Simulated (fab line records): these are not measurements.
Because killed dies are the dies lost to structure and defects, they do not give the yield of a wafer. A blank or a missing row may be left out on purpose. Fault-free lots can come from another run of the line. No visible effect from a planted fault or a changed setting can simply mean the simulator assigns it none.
Comparing a struck lot with a sound one / flow nandHarc / 15 steps out of a route of 1302
Sound: wafers L256.2, L256.4, L256.5. Struck: wafer L257.1. (L257.2, L257.4 of the same lot were not struck and are left out.) The cause comes at the end.
At each step with rows: each side's tool, then ch and its chambers, then its first start. Under that, the readings that differ: sound wafers / struck wafers / difference of the means / sigmas: that difference in standard deviations of wafers without a fault.
alike: same words and numbers on both sides, and readings whose means sit less than 2 such deviations apart. not compared: any withheld reading, any reading some wafer has no value for, any bound like >300 that may hide the same value, and any number with overlapping values for which the record gives no deviation.
A row with sigmas, a row that says differs or no value, or rows on one side alone: a step with any of these is where the two part. Numbers that have no deviation but don't overlap get no sigmas and don't part them. A reading missing from all wafers of one side parts the sides only when that side holds two or more wafers.

first, 7 steps without rows for these wafers: NHARC_A_CHANNEL_HOLE_D1_COAT_37 (time 65 s); NHARC_A_CHANNEL_HOLE_D1_COAT_04 (resist thk 90 nm); NHARC_A_CHANNEL_HOLE_D1_SOFTBAKE_05 (time 55 s); NHARC_A_CHANNEL_HOLE_D1_EBR_06; NHARC_A_CHANNEL_HOLE_D1_EXPOSE_07 (exposes mask HOLE D1, target cd 100 nm); NHARC_A_CHANNEL_HOLE_D1_PEB_08 (peb time 65 s); NHARC_A_CHANNEL_HOLE_D1_DEVELOP_09 (develop time 35 s).
NHARC_A_CHANNEL_HOLE_D1_CD_MEAS_10: target cd 100 nm.
  sound on cdSem-02 ch 0, day 14 11:44; struck on cdSem-03 ch 0, day 14 11:27
  alike: cdNm
NHARC_A_CHANNEL_HOLE_D1_OVL_MEAS_11:
  sound: overlay-01 at day 14 11:49; struck: overlay-02 at day 14 11:32
  alike: overlayXNm, overlayYNm
NHARC_A_CHANNEL_HOLE_D1_INSPECT_12:
  sound: defectInspect-02 at day 14 11:51; struck: defectInspect-02 at day 14 11:35
  alike: rawDefectCount
NHARC_A_CHANNEL_HOLE_D1_DESCUM_15: chemistry O2, time 3 s.
  sound on rieDiel-11 ch 0,1,2, day 14 11:56; struck on rieDiel-08 ch 1, day 14 11:39
  alike: drypumpMotorCurrentA, oesProductAu, rfVppV, showerheadPlenumPTorr, throttleValvePct
  not compared: rfHoursCounterH
NHARC_A_CHANNEL_HOLE_D1_ETCH_38: etches the open film in CF4, target depth 39 nm, time 65 s.
  sound on rieDiel-11 ch 0,2, day 14 12:01; struck on rieDiel-08 ch 2, day 14 11:43
reading=rfFwdPowerW (W); sound=297.6 295.5 296.7; struck=299.1; difference=+2.5; sigmas=+2
  alike: drypumpMotorCurrentA, oesProductAu, rfVppV, runLengthS, showerheadPlenumPTorr, throttleValvePct
  not compared: rfHoursCounterH
NHARC_A_CHANNEL_HOLE_D1_ETCH_39: etches the open film in N2/H2, target depth 260 nm, time 325 s.
  sound on rieDiel-11 ch 0,1,2, day 14 12:11; struck on rieDiel-08 ch 3, day 14 11:49
reading=runLengthS (s); sound=346.1 346.8 346.5; struck=263.3; difference=-83.2; sigmas=-99 or more
  alike: drypumpMotorCurrentA, oesProductAu, rfVppV, showerheadPlenumPTorr, throttleValvePct
  not compared: rfFwdPowerW, rfHoursCounterH
NHARC_A_CHANNEL_HOLE_D1_ETCH_34: etches the open film in CF4/CHF3, target depth 154 nm, time 77 s.
  sound on rieDiel-11 ch 1,2,3; struck on rieDiel-08 ch 1
  alike: drypumpMotorCurrentA, oesProductAu, rfFwdPowerW, rfVppV, runLengthS, showerheadPlenumPTorr, throttleValvePct
  not compared: rfHoursCounterH
-- record jumps: 16 days between struck wafers' starts before vs after; left off in module A_CHANNEL_HOLE_D1, resumes in module END, first step shown is number 1302 of the route --
NHARC_END_SORT_01:
  here the record holds rows for the struck wafers (prober-01 ch 0, day 30 02:07) but none for the sound ones

== WHERE THEY PART ==
First at NHARC_A_CHANNEL_HOLE_D1_ETCH_38; last, within this record, at NHARC_END_SORT_01.

WHY: whatever the simulator had introduced
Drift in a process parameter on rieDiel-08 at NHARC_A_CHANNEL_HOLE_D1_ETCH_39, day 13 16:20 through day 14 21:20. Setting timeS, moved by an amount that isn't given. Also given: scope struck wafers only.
